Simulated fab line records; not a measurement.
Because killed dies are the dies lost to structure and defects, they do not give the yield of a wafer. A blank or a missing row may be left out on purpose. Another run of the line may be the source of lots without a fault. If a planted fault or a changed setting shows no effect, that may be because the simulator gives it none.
Split-lot trial -- flow n5Finfet -- 7 lots, 39 wafers read, on a route of 1938 steps

== ABOUT THE SPLIT ==
At N5_BEOL_M8_ETCH_66 (etches SOC in N2/H2, target depth 80 nm, overetch 16 nm, time 120 s), the setting targetDepthA was moved away from the recipe's 800 angstrom on 15 of the 39 wafers read, by -32.1% to +55.8%. The other wafers ran this setting at the recipe's value.

Reading taken at the split's own step.

== THE READING ==
BEOL_M8.cdNm (the simulator's own value, which no gauge read), in nm, at N5_BEOL_M8_ETCH_66 (etches SOC in N2/H2, target depth 80 nm, overetch 16 nm, time 120 s). The file does not state a usual value for it. Average 40.0 nm, standard deviation 0.17 nm, over the 24 wafers here run with the recipe.

wafer,"tool, chamber at the split","targetDepthA as run, angstrom",against the recipe,"BEOL_M8.cdNm, nm",against lot-mates on the recipe
L075.1,"rieDiel-06, 0",800,recipe,39.8,-
L075.2,"rieDiel-06, 2",800,recipe,39.6,-
L075.3,"rieDiel-06, 3",800,recipe,40,-
L075.4,"rieDiel-06, 3",800,recipe,40,-
L075.5,"rieDiel-06, 2",800,recipe,39.8,-
L075.6,"rieDiel-06, 0",800,recipe,40,-
L080.1,"rieDiel-04, 2",1246,+55.8%,40.8,+0.9
L080.2,"rieDiel-04, 3",800,recipe,40,-
L080.3,"rieDiel-04, 1",800,recipe,40,-
L080.4,"rieDiel-04, 0",800,recipe,39.8,-
L080.5,"rieDiel-04, 0",1246,+55.8%,41,+1.1
L080.6,"rieDiel-04, 1",1246,+55.8%,40.6,+0.7
L081.1,"rieDiel-04, 1",800,recipe,39.6,-
L081.2,"rieDiel-04, 3",1113,+39.1%,40.8,+0.9
L081.3,"rieDiel-04, 2",800,recipe,40,-
L081.4,"rieDiel-04, 0",1113,+39.1%,40.8,+0.9
L081.5,"rieDiel-04, 2",1113,+39.1%,40.6,+0.7
L081.6,"rieDiel-04, 3",800,recipe,40,-
L094.1,"rieDiel-04, 0",800,recipe,40.2,-
L094.5,"rieDiel-04, 0",800,recipe,40.2,-
L094.4,"rieDiel-04, 2",800,recipe,40,-
L093.1,"rieDiel-01, 0",800,recipe,39.8,-
L093.2,"rieDiel-01, 2",800,recipe,39.8,-
L093.3,"rieDiel-01, 1",1071,+33.9%,40.6,+0.8
L093.4,"rieDiel-01, 3",800,recipe,39.8,-
L093.5,"rieDiel-01, 1",1071,+33.9%,40.4,+0.6
L093.6,"rieDiel-01, 2",1071,+33.9%,40.6,+0.8
L096.1,"rieDiel-01, 3",800,recipe,40.2,-
L096.2,"rieDiel-01, 2",1064,+33.0%,40.8,+0.7
L096.6,"rieDiel-01, 2",1064,+33.0%,40.8,+0.7
L096.3,"rieDiel-01, 0",1064,+33.0%,41,+0.9
L096.4,"rieDiel-01, 1",800,recipe,40,-
L096.5,"rieDiel-01, 1",800,recipe,40,-
L097.1,"rieDiel-01, 3",800,recipe,40.2,-
L097.2,"rieDiel-01, 0",800,recipe,40,-
L097.3,"rieDiel-01, 2",543,-32.1%,39.2,-0.9
L097.4,"rieDiel-01, 1",543,-32.1%,39.6,-0.5
L097.5,"rieDiel-01, 3",800,recipe,40.2,-
L097.6,"rieDiel-01, 2",543,-32.1%,39.4,-0.7

THE FIT
A straight line over all 39 wafers: BEOL_M8.cdNm changes by +0.018 nm for each +1% of targetDepthA; r = +0.91; the points scatter about the line by 0.19 nm.
The same after taking each lot's own level away (the mean of its wafers on the recipe; 39 wafers): +0.0199 nm for each +1%; r = +0.95; scatter 0.15 nm.
The reading moves by 1.1 nm for the largest change in targetDepthA, on that fit.
The span of the lots' own levels, 39.80 to 40.13 nm, comes to 1.9 times the standard deviation stated above.
So the lot-to-lot level changes the slope little: the two slopes agree.
Check: with one of the wafers moved furthest among these (+55.8%) left out of the fit, the line predicts +1.14 nm for it against its lot-mates. Against them it came out at +0.867 nm.

== ADDITIONAL SPLITS CARRIED BY THESE WAFERS ==
Before the reading, these wafers also passed through other splits. Each is held against what the fit with the lots' levels taken away leaves over:
other split on the same wafers,wafers away from the commonest value,r with BEOL_M8.cdNm (lot level and that fit taken away)
N5_ZERO_LAYER_DEVELOP_10 developTimeS,9,-0.26
N5_SD_EPI_N_DEVELOP_08 developTimeS,9,-0.07
N5_GATE_CUT_ETCH_58 timeS,15,+0.11
N5_MOL_CONTACT_COAG_CVD_140 targetThkA,15,+0.09
N5_BEOL_M1_DESCUM_33 timeS,15,+0.26

== THE WHOLE CHAIN: every reading that the file lists as answering this split, in the file's order ==
step,what it does,reading,change (the file's fit),r (the file's)
N5_BEOL_M8_ETCH_66,"etches SOC in N2/H2, target depth 80 nm, overetch 16 nm, time 120 s","SiARC_of_BEOL_M8_COAT_64.thkNm (the simulator's own value, which no gauge read)",-0.0456 nm for each +1% of the setting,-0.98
N5_BEOL_M8_ETCH_66,"etches SOC in N2/H2, target depth 80 nm, overetch 16 nm, time 120 s","BEOL_M8.cdNm (the simulator's own value, which no gauge read)",+0.0199 nm for each +1% of the setting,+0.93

== FILE'S OWN FIT ==
BEOL_M8.cdNm changes by +0.0199 nm for each +1% of targetDepthA, r = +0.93.
